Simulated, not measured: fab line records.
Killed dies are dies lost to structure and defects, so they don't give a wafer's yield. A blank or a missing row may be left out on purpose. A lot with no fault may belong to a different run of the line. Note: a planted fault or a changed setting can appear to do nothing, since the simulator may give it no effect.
fab line records	flow nandHarc
record lots=12	wafers=36	lastDay=32
route steps=1302 shown A_CHANNEL_FILL_D1@501 A_DECK1_JOINT@518 END@1302
lots that met no fault: from a run of the same line without faults
startH: the number of hours between the record's first day and the start of the first shown wafer of the lot	waitH: time in hours since the lot's previous step	" repeats the value in the row above	L1.1+2: several wafers, shown together as one row	- no value present, or no start provided	* or withheld: withheld	< > ~ a bound
route shown NAME@n: a module of which the file shows steps, and the number in the route of the first	usual: mean and standard deviation over wafers with no fault	same: alike in all rows	chamber/n: place in a boat	sites: per-site readings	_std_site: the values' standard deviation	_edge_site: the outer-site mean with the inner-site mean subtracted	radiusMm: for every site, how far away it sits from the centre of the wafer	mask NAME#n: copy n	behind: the last tool/chamber to shape the wafer	hold: reason for holding the lot/hours on hold/outcome of the hold	device: the n, p or np transistor that did not switch	end of line: at the end of the route, the tests of the same wafers	where a step has no rows: the recipe by itself	killed: count of dies lost to structure and defects at first sort (not the wafer's yield)	map: a wafer's dies, x killed, . not, _ none there
set.NAME: the run value of the setting; set.NAME@STEP: its run value at that earlier step	model.NAME: the simulator's own value behind a step, which no gauge read
route steps across a sampled set of lots; one table per step, one row per wafer
services: a tool's chamber out of use, with start hour (startH, from the record's first day; less than 0 if before it), hours out, and reason
## steps
# step NHARC_A_CHANNEL_FILL_D1_STRIP_28
# recipe timeS=20	o2FlowSccm=500	arFlowSccm=0	biasW=0	chemistry=O2
# usual drypumpMotorCurrentA=5.8/0.54	mfcArSccm=0.013/0.014	oesProductAu=0.997/0.0092	rfVppV=58.2/0.95	showerheadPlenumPTorr=3.62/0.13	throttleValvePct=17.038/0.0087
lot.wafer	tool	chamber	startH	waitH	drypumpMotorCurrentA	mfcArSccm	oesProductAu	rfHoursCounterH	rfVppV	showerheadPlenumPTorr	throttleValvePct
L177.5	rieDiel-12	2	215.69	0.0	6.4	0	0.999	-	56.8	3.76	17.038
L177.6	"	0	"	"	6.1	0.006	0.989	-	59.4	3.61	17.037
L177.4	"	1	"	"	6.0	0	0.994	-	56.9	3.37	17.032
L178.2	rieDiel-06	3	224.47	0.1	6.1	0.023	1.001	2.7	58.0	3.66	17.018
L178.3	"	0	"	"	6.1	0.006	0.999	4.3	56.5	3.75	17.027
L178.6	"	3	"	"	6.1	0.023	1.004	-	58.5	3.66	17.042
L179.4	rieDiel-12	0	224.53	0.1	6.1	0.006	0.982	8.8	58.8	3.61	17.035
L179.1	"	1	"	"	6.0	0	0.993	8.3	58.8	3.37	17.032
L179.5	"	3	"	"	4.7	0	1.001	-	58.6	3.78	17.039
L180.4	rieDiel-12	1	245.07	0.1	6.0	0	0.992	9.8	57.6	3.37	17.045
L180.2	"	3	"	"	4.6	0	1.003	10.5	57.2	3.78	17.045
L180.5	"	1	"	"	6.0	0	0.995	-	57.9	3.37	17.033
L182.1	rieDiel-06	3	257.74	0.1	6.1	0.023	1.000	5.6	57.3	3.66	17.040
L182.3	"	1	"	"	5.7	0	0.986	5.0	57.0	3.40	17.037
L182.2	"	2	"	"	4.6	0.031	0.993	7.4	59.5	3.73	17.027
L184.1	rieDiel-12	3	287.28	0.1	4.7	0	0.997	0.2	57.2	3.78	17.041
L184.6	"	3	"	"	4.6	0	0.997	-	58.2	3.78	17.030
L184.5	"	0	"	"	6.1	0.006	0.991	-	57.9	3.61	17.024
L186.3	rieDiel-06	0	303.28	0.1	6.1	0.006	0.982	8.6	58.5	3.75	17.047
L186.2	"	3	"	"	6.1	0.023	0.994	8.3	58.9	3.66	17.041
L186.5	"	1	"	"	5.7	0	0.991	-	59.1	3.40	17.032
L187.3	rieDiel-03	1	318.46	0.1	5.5	0.008	1.009	1.4	58.3	3.71	17.041
L187.2	"	0	"	"	5.8	0.043	0.989	0.9	59.1	3.57	17.039
L187.6	"	2	"	"	5.8	0.012	0.996	-	57.8	3.65	17.026
L188.4	rieDiel-12	2	330.61	0.1	6.4	0	1.004	2.0	58.2	3.75	17.038
L188.1	"	0	"	"	6.1	0.006	0.996	2.9	57.7	3.61	17.044
L188.3	"	1	"	"	6.0	0	1.005	3.1	57.4	3.37	17.041
L193.1	rieDiel-03	1	372.38	0.1	5.5	0.008	1.021	3.9	58.0	3.71	17.033
L193.2	"	2	"	"	5.8	0.012	1.005	3.7	58.9	3.65	17.050
L193.6	"	1	"	"	5.5	0.008	1.014	-	59.1	3.71	17.040
L196.3	rieDiel-03	1	405.71	0.1	5.5	0.008	1.005	6.0	58.6	3.71	17.050
L196.4	"	0	"	"	5.8	0.043	0.987	-	59.4	3.57	17.028
L196.5	"	1	"	"	5.5	0.008	1.000	-	58.3	3.70	17.039
L198.2	rieDiel-03	0	423.47	0.1	5.8	0.043	0.998	5.3	58.2	3.57	17.031
L198.5	"	3	"	"	6.1	0.020	1.002	-	59.3	3.48	17.028
L198.6	"	0	"	"	5.8	0.043	0.995	-	57.9	3.57	17.029
# step NHARC_A_CHANNEL_FILL_D1_INSPECT_13
# usual rawDefectCount=294/110
lot.wafer	tool	chamber	startH	waitH	rawDefectCount
L177.4	defectInspect-02	-	239.22	0.0	297
L177.5	"	-	"	"	189
L177.6	"	-	"	"	195
L179.1	defectInspect-02	-	248.47	0.0	397
L179.4	"	-	"	"	355
L179.5	"	-	"	"	514
L178.2	defectInspect-02	-	248.57	0.0	231
L178.3	"	-	"	"	287
L178.6	"	-	"	"	239
L180.2	defectInspect-01	-	269.03	0.0	222
L180.4	"	-	"	"	378
L180.5	"	-	"	"	324
L182.1	defectInspect-01	-	281.36	0.0	282
L182.2	"	-	"	"	240
L182.3	"	-	"	"	294
L184.1	defectInspect-02	-	310.84	0.0	242
L184.5	"	-	"	"	261
L184.6	"	-	"	"	298
L186.2	defectInspect-02	-	326.80	0.0	343
L186.3	"	-	"	"	294
L186.5	"	-	"	"	235
L187.2	defectInspect-02	-	345.87	0.0	440
L187.3	"	-	"	"	201
L187.6	"	-	"	"	315
L188.1	defectInspect-02	-	354.13	0.0	209
L188.3	"	-	"	"	268
L188.4	"	-	"	"	243
L193.1	defectInspect-01	-	395.72	0.0	302
L193.2	"	-	"	"	229
L193.6	"	-	"	"	253
L196.3	defectInspect-02	-	429.23	0.0	155
L196.4	"	-	"	"	253
L196.5	"	-	"	"	186
L198.2	defectInspect-02	-	449.04	0.0	309
L198.5	"	-	"	"	444
L198.6	"	-	"	"	272
# step NHARC_A_DECK1_JOINT_ETCHBACK_07
# recipe targetDepthA=1050	timeS=26.9	hbrFlowSccm=150	rfW=350	icpW=350	biasW=60	chemistry=HBr
# usual drypumpMotorCurrentA=5.5/0.54	oesProductAu=0.999/0.0098	rfFwdPowerW=344.0/2.8	throttleValvePct=23.265/0.0098
lot.wafer	tool	chamber	startH	waitH	drypumpMotorCurrentA	oesProductAu	rfFwdPowerW	rfHoursCounterH	throttleValvePct
L177.4	rieSi-04	1	239.31	0.1	5.4	1.003	346.7	0.3	23.267
L177.6	"	3	"	"	5.9	1.014	348.5	-	23.286
L177.5	"	0	"	"	5.7	0.998	346.0	-	23.280
L179.4	rieSi-04	0	248.54	0.1	5.7	1.011	346.6	0.4	23.270
L179.1	"	1	"	"	5.3	0.994	346.8	0.3	23.266
L179.5	"	0	"	"	5.7	0.989	347.4	-	23.253
L178.2	rieSi-06	0	248.65	0.1	6.7	1.015	346.0	1.0	23.262
L178.3	"	1	"	"	5.6	1.000	340.6	1.1	23.263
L178.6	"	2	"	"	5.3	0.998	343.0	-	23.260
L180.4	rieSi-05	2	269.09	0.1	5.4	0.990	345.7	0.9	23.280
L180.2	"	0	"	"	4.8	0.995	342.2	0.9	23.257
L180.5	"	3	"	"	4.9	0.978	344.1	-	23.259
L182.3	rieSi-06	1	281.42	0.1	5.6	1.000	341.3	0.1	23.272
L182.2	"	2	"	"	5.3	0.984	340.7	0.1	23.247
L182.1	"	0	"	"	6.7	0.999	345.3	0.1	23.259
L184.1	rieSi-04	1	310.92	0.1	5.3	0.999	346.9	0.7	23.264
L184.6	"	0	"	"	5.7	0.995	346.8	-	23.261
L184.5	"	2	"	"	6.0	0.998	345.7	-	23.258
L186.2	rieSi-06	3	326.88	0.1	4.9	1.018	342.1	0.4	23.284
L186.3	"	0	"	"	6.7	0.996	344.5	0.5	23.256
L186.5	"	2	"	"	5.2	0.989	342.6	-	23.253
L187.2	rieSi-06	3	345.93	0.1	4.9	1.010	341.0	0.5	23.261
L187.3	"	0	"	"	6.7	1.002	344.6	0.5	23.243
L187.6	"	3	"	"	4.9	1.018	341.0	-	23.277
L188.3	rieSi-04	3	354.19	0.1	6.0	1.010	347.3	0	23.271
L188.1	"	1	"	"	5.3	0.991	345.3	0	23.246
L188.4	"	2	"	"	6.0	0.997	347.7	0	23.271
L193.1	rieSi-05	2	395.80	0.1	5.4	0.983	346.9	0.6	23.264
L193.2	"	0	"	"	4.8	0.984	344.9	0.5	23.270
L193.6	"	2	"	"	5.3	0.983	347.9	-	23.279
L196.3	rieSi-05	2	429.29	0.1	5.3	1.001	346.5	0.8	23.267
L196.4	"	0	"	"	4.8	0.990	343.3	0.7	23.276
L196.5	"	2	"	"	5.3	0.998	344.9	-	23.266
L198.2	rieSi-06	2	449.14	0.1	5.2	0.993	340.2	0.1	23.273
L198.5	"	3	"	"	4.9	1.004	338.8	-	23.266
L198.6	"	0	"	"	6.7	1.007	346.8	-	23.251
# step NHARC_A_DECK1_JOINT_ETCHBACK_00
# recipe targetDepthA=300	timeS=17.4	hbrFlowSccm=150	rfW=350	icpW=350	biasW=60	chemistry=HBr
# usual drypumpMotorCurrentA=5.5/0.53	oesProductAu=0.996/0.01	rfFwdPowerW=344.0/2.3	throttleValvePct=23.267/0.0089
lot.wafer	tool	chamber	startH	waitH	drypumpMotorCurrentA	oesProductAu	rfFwdPowerW	rfHoursCounterH	throttleValvePct
L177.4	rieSi-05	1	250.00	0.1	5.6	0.978	344.8	0.8	23.273
L177.6	"	0	"	"	4.8	0.991	339.6	-	23.254
L177.5	"	1	"	"	5.7	0.982	345.6	-	23.272
L178.2	rieSi-04	1	260.78	0.1	5.3	0.998	346.5	0.4	23.267
L178.3	"	0	"	"	5.7	0.990	346.3	0.6	23.276
L178.6	"	2	"	"	6.0	0.993	346.4	-	23.242
L179.4	rieSi-06	1	260.79	0.1	5.6	1.006	341.4	0	23.280
L179.1	"	3	"	"	4.9	1.012	340.9	0	23.247
L179.5	"	1	"	"	5.7	1.010	341.7	-	23.265
L180.2	rieSi-04	2	281.63	0.1	6.0	0.977	347.3	0.6	23.270
L180.4	"	0	"	"	5.6	0.988	346.6	0.7	23.267
L180.5	"	2	"	"	6.0	0.998	345.1	-	23.262
L182.2	rieSi-06	2	292.08	0.1	5.3	0.990	339.3	0.1	23.262
L182.3	"	3	"	"	5.0	1.005	340.6	0.1	23.279
L182.1	"	0	"	"	6.7	0.984	346.9	0.2	23.267
L184.1	rieSi-05	3	321.63	0.1	4.9	0.992	342.0	0.0	23.272
L184.6	"	3	"	"	4.9	0.982	342.7	-	23.256
L184.5	"	0	"	"	4.8	0.998	340.6	-	23.276
L186.3	rieSi-05	1	337.57	0.1	5.6	0.986	342.8	0.2	23.268
L186.2	"	2	"	"	5.3	0.995	344.5	0.1	23.267
L186.5	"	0	"	"	4.8	0.989	342.0	-	23.261
L187.2	rieSi-04	1	363.79	0.1	5.3	0.994	345.6	0.1	23.279
L187.3	"	2	"	"	6.1	1.004	347.2	0.0	23.265
L187.6	"	0	"	"	5.7	0.995	346.4	-	23.274
L188.3	rieSi-05	0	366.29	0.1	4.8	0.986	341.5	0.4	23.254
L188.4	"	1	"	"	5.7	0.992	345.5	0.4	23.261
L188.1	"	2	"	"	5.3	1.003	345.2	0.5	23.256
L193.2	rieSi-04	0	414.65	0.1	5.7	1.000	345.1	0.3	23.264
L193.1	"	1	"	"	5.3	0.995	347.8	0.4	23.267
L193.6	"	3	"	"	6.0	0.999	346.2	-	23.267
L196.3	rieSi-05	1	439.74	0.1	5.6	0.994	346.1	0.9	23.264
L196.4	"	3	"	"	4.9	0.993	342.4	0.9	23.259
L196.5	"	1	"	"	5.6	0.996	345.5	-	23.272
L198.2	rieSi-05	3	459.86	0.1	4.9	0.989	343.5	1.1	23.270
L198.6	"	0	"	"	4.8	0.983	341.3	-	23.261
L198.5	"	1	"	"	5.6	0.981	345.3	-	23.273
# step NHARC_END_SORT_01
# recipe tempC=25
# usual killedAtArray=52/18	killedAtOther=0.6/1.1	killedAtPeriphery=3.7/2.4	killedDies=57/19	killedOpen=3.1/1.7	killedShort=2.5/1.7
# same grossDies=677
lot.wafer	tool	chamber	startH	waitH	killedAtArray	killedAtOther	killedAtPeriphery	killedDies	killedOpen	killedShort
L178.2	prober-01	0	569.32	2.8	56	1	3	60	0	2
L178.3	prober-01	0	570.12	3.1	63	0	2	65	4	2
L178.6	prober-01	0	572.52	4.0	60	0	5	65	1	1
L179.1	prober-01	0	576.94	2.5	51	2	5	58	4	1
L179.4	prober-01	0	579.33	3.4	61	0	6	67	5	3
L179.5	prober-01	0	580.13	3.7	53	0	4	57	0	2
L177.4	prober-01	0	587.12	3.4	39	0	1	40	2	3
L177.5	prober-01	0	587.92	3.7	48	0	3	51	4	2
L177.6	prober-01	0	588.72	4.0	26	0	1	27	1	2
L180.2	prober-01	0	593.31	2.8	26	0	3	29	4	1
L180.4	prober-01	0	594.90	3.4	35	0	3	38	5	1
L180.5	prober-01	0	595.69	3.7	32	0	4	36	4	0
L182.1	prober-02	0	602.85	2.5	25	0	3	28	2	3
L182.2	prober-02	0	603.67	2.8	28	2	0	30	2	2
L182.3	prober-02	0	604.48	3.1	21	3	1	25	1	0
L184.1	prober-01	0	636.93	2.5	62	0	6	68	3	4
L184.5	prober-01	0	640.21	3.8	65	0	5	70	6	0
L184.6	prober-01	0	641.03	4.1	61	0	2	63	4	2
L186.2	prober-02	0	647.04	2.8	26	0	1	27	1	4
L186.3	prober-02	0	647.83	3.1	28	0	2	30	3	2
L186.5	prober-02	0	649.42	3.7	39	3	2	44	4	4
L188.1	prober-01	0	685.97	2.5	47	0	5	52	2	2
L188.3	prober-01	0	687.57	3.1	44	0	2	46	4	1
L188.4	prober-01	0	688.38	3.4	24	0	1	25	1	1
L187.2	prober-02	0	686.73	2.8	35	0	0	35	3	3
L187.3	prober-02	0	687.54	3.1	32	0	1	33	2	3
L187.6	prober-02	0	689.96	4.0	32	0	0	32	1	5
L193.1	prober-02	0	725.19	2.5	65	0	2	67	2	3
L193.2	prober-02	0	726.00	2.8	59	0	1	60	3	4
L193.6	prober-02	0	729.28	4.1	60	0	6	66	2	3
L196.3	prober-01	0	764.83	3.1	174	0	1	175	3	1
L196.4	prober-01	0	765.63	3.4	114	0	3	117	4	3
L196.5	prober-01	0	766.43	3.7	152	0	5	157	6	0
L198.2	prober-02	0	773.00	2.8	105	2	8	115	5	3
L198.5	prober-02	0	775.37	3.7	167	0	8	175	4	4
L198.6	prober-02	0	776.16	4.0	144	1	6	151	1	3
# killed by level:class
L178.2 A_CHANNEL_HOLE_D2:chamberFilmFlake=21 A_SLIT:chamberFilmFlake=19 A_STAIRCASE:chamberFilmFlake=8 P_ZERO_WELL:chamberFilmFlake=3 A_CHANNEL_FILL_D2:chamberFilmFlake=3 A_DECK1_JOINT:geometricParticle:short=1 A_WL_FILL:geometricParticle:short=1 A_ZERO_WELL:chamberFilmFlake=1
L178.3 A_CHANNEL_HOLE_D2:chamberFilmFlake=23 A_SLIT:chamberFilmFlake=19 A_STAIRCASE:chamberFilmFlake=9 A_CONTACT:chamberFilmFlake=4 A_CHANNEL_FILL_D1:geometricParticle:open=2 P_STI:geometricParticle:open=1 A_CHANNEL_FILL_D1:geometricParticle:short=1 A_CHANNEL_HOLE_D2:geometricParticle:short=1
L178.6 A_SLIT:chamberFilmFlake=23 A_CHANNEL_HOLE_D2:chamberFilmFlake=21 A_STAIRCASE:chamberFilmFlake=9 P_ZERO_WELL:chamberFilmFlake=3 P_GATE:chamberFilmFlake=2 A_CHANNEL_FILL_D2:chamberFilmFlake=2 A_ONON_D1:geometricParticle:short=1 A_SGD_CUT:geometricParticle:open=1
L179.1 A_CHANNEL_HOLE_D1:chamberFilmFlake=31 A_CHANNEL_HOLE_D2:chamberFilmFlake=8 P_ZERO_WELL:chamberFilmFlake=2 P_M2:chamberFilmFlake=2 A_STAIRCASE:chamberFilmFlake=2 A_SLIT:chamberFilmFlake=2 A_M1:chamberFilmFlake=2 A_ONON_D1:geometricParticle:open=1
L179.4 A_CHANNEL_HOLE_D1:chamberFilmFlake=28 A_CHANNEL_HOLE_D2:chamberFilmFlake=8 A_CONTACT:chamberFilmFlake=6 A_M1:chamberFilmFlake=5 P_GATE:chamberFilmFlake=3 A_STAIRCASE:chamberFilmFlake=3 P_ZERO_WELL:chamberFilmFlake=2 A_CHANNEL_FILL_D2:chamberFilmFlake=2
L179.5 A_CHANNEL_HOLE_D1:chamberFilmFlake=35 A_CHANNEL_HOLE_D2:chamberFilmFlake=4 P_GATE:chamberFilmFlake=3 A_STAIRCASE:chamberFilmFlake=3 A_CHANNEL_FILL_D1:chamberFilmFlake=2 A_DECK1_JOINT:chamberFilmFlake=2 A_M1:chamberFilmFlake=2 A_CHANNEL_FILL_D2:geometricParticle:short=1
L177.4 A_SLIT:chamberFilmFlake=23 A_CHANNEL_HOLE_D2:chamberFilmFlake=6 A_STAIRCASE:chamberFilmFlake=3 A_ONON_D2:geometricParticle:short=2 A_CONTACT:chamberFilmFlake=2 P_CONTACT:geometricParticle:open=1 A_ONON_D1:geometricParticle:short=1 A_SGD_CUT:geometricParticle:open=1
L177.5 A_SLIT:chamberFilmFlake=24 A_STAIRCASE:chamberFilmFlake=6 A_CHANNEL_HOLE_D2:chamberFilmFlake=5 A_CONTACT:chamberFilmFlake=5 P_GATE:chamberFilmFlake=2 A_M1:chamberFilmFlake=2 A_ONON_D1:geometricParticle:short=1 A_CHANNEL_HOLE_D1:geometricParticle:open=1
L177.6 A_SLIT:chamberFilmFlake=13 A_CHANNEL_HOLE_D2:chamberFilmFlake=4 A_M1:chamberFilmFlake=3 P_M0:geometricParticle:open=1 A_DECK1_JOINT:geometricParticle:short=1 A_SGD_CUT:geometricParticle:short=1 A_CHANNEL_HOLE_D1:chamberFilmFlake=1 A_CHANNEL_FILL_D2:chamberFilmFlake=1
L180.2 A_CHANNEL_HOLE_D1:chamberFilmFlake=5 A_SGD_CUT:chamberFilmFlake=5 A_CONTACT:chamberFilmFlake=5 A_STAIRCASE:chamberFilmFlake=4 A_CHANNEL_HOLE_D2:chamberFilmFlake=3 P_ZERO_WELL:chamberFilmFlake=2 P_M0:geometricParticle:open=1 A_ONON_D1:geometricParticle:open=1
L180.4 A_CHANNEL_HOLE_D2:chamberFilmFlake=7 A_SGD_CUT:chamberFilmFlake=7 A_CHANNEL_HOLE_D1:chamberFilmFlake=6 A_STAIRCASE:chamberFilmFlake=6 A_CONTACT:chamberFilmFlake=5 P_GATE:geometricParticle:open=1 P_CONTACT:geometricParticle:open=1 A_ONON_D1:geometricParticle:open=1
L180.5 A_CHANNEL_HOLE_D1:chamberFilmFlake=8 A_CHANNEL_HOLE_D2:chamberFilmFlake=6 A_SGD_CUT:chamberFilmFlake=6 A_STAIRCASE:chamberFilmFlake=5 A_CONTACT:chamberFilmFlake=3 P_ZERO_WELL:chamberFilmFlake=2 P_CONTACT:geometricParticle:open=1 A_SOURCE_PLATE:geometricParticle:open=1
L182.1 A_CHANNEL_HOLE_D2:chamberFilmFlake=10 A_CHANNEL_HOLE_D1:chamberFilmFlake=3 A_DECK1_JOINT:chamberFilmFlake=2 A_STAIRCASE:chamberFilmFlake=2 A_CONTACT:chamberFilmFlake=2 P_M0:geometricParticle:open=1 P_M1:geometricParticle:short=1 A_CHANNEL_HOLE_D1:geometricParticle:open=1
L182.2 A_CHANNEL_HOLE_D2:chamberFilmFlake=9 A_CHANNEL_HOLE_D1:chamberFilmFlake=4 A_DECK1_JOINT:chamberFilmFlake=4 A_CHANNEL_FILL_D2:geometricParticle:open=2 A_SGD_CUT:chamberFilmFlake=2 A_WL_FILL:chamberFilmFlake=2 A_CONTACT:chamberFilmFlake=2 THIN_TSV:chamberFilmFlake=2
L182.3 A_CHANNEL_HOLE_D2:chamberFilmFlake=10 A_SGD_CUT:chamberFilmFlake=3 THIN_TSV:chamberFilmFlake=3 A_ZERO_WELL:chamberFilmFlake=2 A_SLIT:chamberFilmFlake=2 A_CONTACT:chamberFilmFlake=2 P_GATE:geometricParticle:open=1 A_DECK1_JOINT:chamberFilmFlake=1
L184.1 A_SLIT:chamberFilmFlake=28 A_CHANNEL_HOLE_D2:chamberFilmFlake=21 A_CONTACT:chamberFilmFlake=3 P_CONTACT:chamberFilmFlake=2 A_CHANNEL_HOLE_D1:chamberFilmFlake=2 A_CHANNEL_FILL_D1:chamberFilmFlake=2 P_GATE:geometricParticle:short=1 P_M0:geometricParticle:open=1
L184.5 A_CHANNEL_HOLE_D2:chamberFilmFlake=27 A_SLIT:chamberFilmFlake=23 A_CONTACT:chamberFilmFlake=5 A_CHANNEL_HOLE_D1:chamberFilmFlake=3 A_WL_FILL:chamberFilmFlake=3 P_M0:geometricParticle:open=2 P_GATE:geometricParticle:open=1 P_CONTACT:geometricParticle:open=1
L184.6 A_SLIT:chamberFilmFlake=28 A_CHANNEL_HOLE_D2:chamberFilmFlake=20 A_CONTACT:chamberFilmFlake=5 A_ONON_D2:geometricParticle:open=2 A_CHANNEL_HOLE_D1:chamberFilmFlake=2 P_CONTACT:geometricParticle:open=1 A_CHANNEL_FILL_D1:geometricParticle:short=1 A_M0:geometricParticle:open=1
L186.2 A_CHANNEL_HOLE_D2:chamberFilmFlake=6 A_CHANNEL_HOLE_D1:chamberFilmFlake=6 A_CONTACT:chamberFilmFlake=5 A_WL_FILL:geometricParticle:short=2 A_DECK1_JOINT:chamberFilmFlake=2 A_SLIT:chamberFilmFlake=2 A_CHANNEL_HOLE_D1:geometricParticle:short=1 A_BLC:geometricParticle:open=1
L186.3 A_CHANNEL_HOLE_D2:chamberFilmFlake=12 A_CONTACT:chamberFilmFlake=4 A_CHANNEL_FILL_D1:chamberFilmFlake=2 A_SLIT:chamberFilmFlake=2 P_M0:geometricParticle:short=1 A_ONON_D2:geometricParticle:short=1 A_CHANNEL_FILL_D2:geometricParticle:open=1 A_M0:geometricParticle:open=1
L186.5 A_CHANNEL_HOLE_D2:chamberFilmFlake=17 A_CHANNEL_HOLE_D1:chamberFilmFlake=8 A_CONTACT:chamberFilmFlake=6 P_CONTACT:geometricParticle:open=1 A_ONON_D1:geometricParticle:open=1 A_CHANNEL_FILL_D1:geometricParticle:open=1 A_CHANNEL_FILL_D1:geometricParticle:short=1 A_DECK1_JOINT:geometricParticle:short=1
L188.1 A_CHANNEL_HOLE_D1:chamberFilmFlake=31 A_M0:chamberFilmFlake=5 P_GATE:chamberFilmFlake=3 A_SLIT:chamberFilmFlake=3 A_CHANNEL_HOLE_D2:geometricParticle:short=2 A_BLC:chamberFilmFlake=2 P_GATE:geometricParticle:open=1 P_M0:geometricParticle:open=1
L187.2 A_CHANNEL_HOLE_D2:chamberFilmFlake=19 A_CHANNEL_HOLE_D1:chamberFilmFlake=4 A_DECK1_JOINT:chamberFilmFlake=2 A_DECK1_JOINT:geometricParticle:open=1 A_DECK1_JOINT:geometricParticle:short=1 A_CHANNEL_FILL_D2:geometricParticle:open=1 A_CHANNEL_FILL_D2:geometricParticle:short=1 A_SGD_CUT:geometricParticle:short=1
L187.3 A_CHANNEL_HOLE_D2:chamberFilmFlake=18 A_CHANNEL_HOLE_D1:chamberFilmFlake=2 A_DECK1_JOINT:chamberFilmFlake=2 A_STAIRCASE:chamberFilmFlake=2 A_ONON_D1:geometricParticle:short=1 A_CHANNEL_FILL_D1:geometricParticle:short=1 A_CHANNEL_FILL_D2:geometricParticle:short=1 A_CHANNEL_FILL_D2:geometricParticle:open=1
L188.3 A_CHANNEL_HOLE_D1:chamberFilmFlake=30 A_DECK1_JOINT:chamberFilmFlake=4 A_CONTACT:geometricParticle:open=2 A_M0:chamberFilmFlake=2 P_CONTACT:geometricParticle:open=1 A_SOURCE_PLATE:geometricParticle:open=1 A_CHANNEL_FILL_D1:geometricParticle:short=1 P_GATE:chamberFilmFlake=1
L188.4 A_CHANNEL_HOLE_D1:chamberFilmFlake=19 A_M0:chamberFilmFlake=2 P_M0:geometricParticle:open=1 A_CHANNEL_FILL_D2:geometricParticle:short=1 A_CHANNEL_FILL_D2:chamberFilmFlake=1 A_CONTACT:chamberFilmFlake=1
L187.6 A_CHANNEL_HOLE_D2:chamberFilmFlake=17 A_SLIT:chamberFilmFlake=4 A_CHANNEL_FILL_D2:geometricParticle:short=2 A_CONTACT:chamberFilmFlake=2 A_STAIRCASE:geometricParticle:short=1 A_SGD_CUT:geometricParticle:short=1 A_SGD_CUT:geometricParticle:open=1 A_WL_FILL:geometricParticle:short=1
L193.1 A_CHANNEL_HOLE_D1:chamberFilmFlake=25 A_CHANNEL_HOLE_D2:chamberFilmFlake=19 A_SLIT:chamberFilmFlake=6 A_CONTACT:chamberFilmFlake=5 A_WL_FILL:chamberFilmFlake=4 A_STAIRCASE:chamberFilmFlake=2 P_STI:geometricParticle:short=1 A_CHANNEL_FILL_D1:geometricParticle:open=1
L193.2 A_CHANNEL_HOLE_D1:chamberFilmFlake=23 A_CHANNEL_HOLE_D2:chamberFilmFlake=21 A_CONTACT:chamberFilmFlake=5 A_WL_FILL:geometricParticle:short=2 A_CHANNEL_FILL_D1:geometricParticle:open=1 A_DECK1_JOINT:geometricParticle:short=1 A_CHANNEL_FILL_D2:geometricParticle:short=1 A_CONTACT:geometricParticle:open=1
L193.6 A_CHANNEL_HOLE_D2:chamberFilmFlake=25 A_CHANNEL_HOLE_D1:chamberFilmFlake=19 P_M1:chamberFilmFlake=5 A_SLIT:chamberFilmFlake=4 A_STAIRCASE:chamberFilmFlake=4 A_CONTACT:chamberFilmFlake=4 A_ONON_D2:geometricParticle:short=2 P_STI:geometricParticle:short=1
L196.3 A_DECK1_JOINT:unspecified=100 A_CHANNEL_HOLE_D2:chamberFilmFlake=23 A_SLIT:chamberFilmFlake=22 A_CHANNEL_HOLE_D1:chamberFilmFlake=12 A_CONTACT:chamberFilmFlake=8 A_SGD_CUT:chamberFilmFlake=2 A_M1:chamberFilmFlake=2 P_M1:geometricParticle:open=1
L196.4 A_DECK1_JOINT:unspecified=43 A_CHANNEL_HOLE_D2:chamberFilmFlake=25 A_SLIT:chamberFilmFlake=22 A_CHANNEL_HOLE_D1:chamberFilmFlake=8 A_CONTACT:chamberFilmFlake=4 A_M1:chamberFilmFlake=4 P_GATE:chamberFilmFlake=3 A_ONON_D1:geometricParticle:short=1
L196.5 A_DECK1_JOINT:unspecified=99 A_SLIT:chamberFilmFlake=20 A_CHANNEL_HOLE_D1:chamberFilmFlake=15 A_CHANNEL_HOLE_D2:chamberFilmFlake=10 A_BLC:geometricParticle:open=3 P_GATE:chamberFilmFlake=3 A_CONTACT:chamberFilmFlake=3 P_GATE:geometricParticle:open=1
L198.2 A_DECK1_JOINT:unspecified=45 A_SLIT:chamberFilmFlake=25 A_CHANNEL_HOLE_D1:chamberFilmFlake=16 A_CONTACT:chamberFilmFlake=11 P_GATE:chamberFilmFlake=3 P_ZERO_WELL:chamberFilmFlake=2 A_STAIRCASE:chamberFilmFlake=2 P_GATE:geometricParticle:short=1
L198.5 A_DECK1_JOINT:unspecified=99 A_SLIT:chamberFilmFlake=34 A_CHANNEL_HOLE_D1:chamberFilmFlake=9 A_STAIRCASE:chamberFilmFlake=7 P_GATE:chamberFilmFlake=5 A_CONTACT:chamberFilmFlake=5 A_WL_FILL:chamberFilmFlake=3 A_WL_FILL:geometricParticle:open=2
L198.6 A_DECK1_JOINT:unspecified=92 A_SLIT:chamberFilmFlake=30 A_CHANNEL_HOLE_D1:chamberFilmFlake=7 A_CONTACT:chamberFilmFlake=5 P_GATE:chamberFilmFlake=4 A_STAIRCASE:chamberFilmFlake=3 A_CHANNEL_FILL_D1:geometricParticle:short=2 A_DECK1_JOINT:chamberFilmFlake=2
## services
tool	chamber	startH	hours	kind
rieSi-04	3	193.60	2.0	repair
rieDiel-12	3	214.58	1.2	repair
rieDiel-03	3	222.16	2.8	repair
rieDiel-06	0	245.15	13.6	repair
rieSi-06	-	249.00	9.0	pm
rieSi-04	1	252.69	2.3	repair
rieSi-05	3	255.12	6.4	repair
rieDiel-12	-	268.40	9.0	pm
rieDiel-03	-	281.30	9.0	pm
rieSi-05	-	305.00	9.0	pm
rieSi-04	3	306.97	15.2	repair
rieDiel-12	2	309.11	12.7	repair
rieDiel-03	3	324.17	20.1	repair
rieSi-06	1	335.55	3.9	repair
rieSi-04	-	342.00	9.0	pm
rieDiel-03	0	348.35	10.6	repair
rieDiel-03	3	404.03	2.9	repair
rieDiel-03	2	405.77	7.9	repair
rieSi-06	1	419.63	23.4	repair
rieSi-06	-	426.00	9.0	pm
rieDiel-03	2	443.60	2.3	repair
rieDiel-12	-	445.40	9.0	pm
rieSi-04	2	451.58	4.2	repair
rieDiel-03	-	458.30	9.0	pm
## key
firstSign step=NHARC_END_SORT_01	reading=killedAtArray	direction=up	sigmas=4.9	usual=52	struck=143
effect step=NHARC_END_SORT_01	reading=killedDies	direction=up	sigmas=4.8	usual=57	struck=148
moreKillsBornAt NHARC_A_DECK1_JOINT_ETCHBACK_00@rieSi-05=478
metAt NHARC_A_DECK1_JOINT_ETCHBACK_00
struckLots L196,L198
testerLeftOut L196,L198
notActingAt NHARC_A_CHANNEL_FILL_D1_STRIP_28,NHARC_A_CHANNEL_FILL_D1_INSPECT_13,NHARC_A_DECK1_JOINT_ETCHBACK_07
onsetBetween 366.29 439.74
alsoFits time
fault kind=chamberParticleSource	tool=rieSi-05	chamber=-	onsetH=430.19	steps=NHARC_A_DECK1_JOINT_ETCHBACK_00	ratePerVisitCm2=1.4518	endH=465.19
# testerLeftOut: of these lots the tester's yield and bins aren't shown, on N5 and GAA mostly nor the transistor test; their killed dies are dies lost to structure and defects alone, not to doping, threshold or leakage, so they don't give the yield
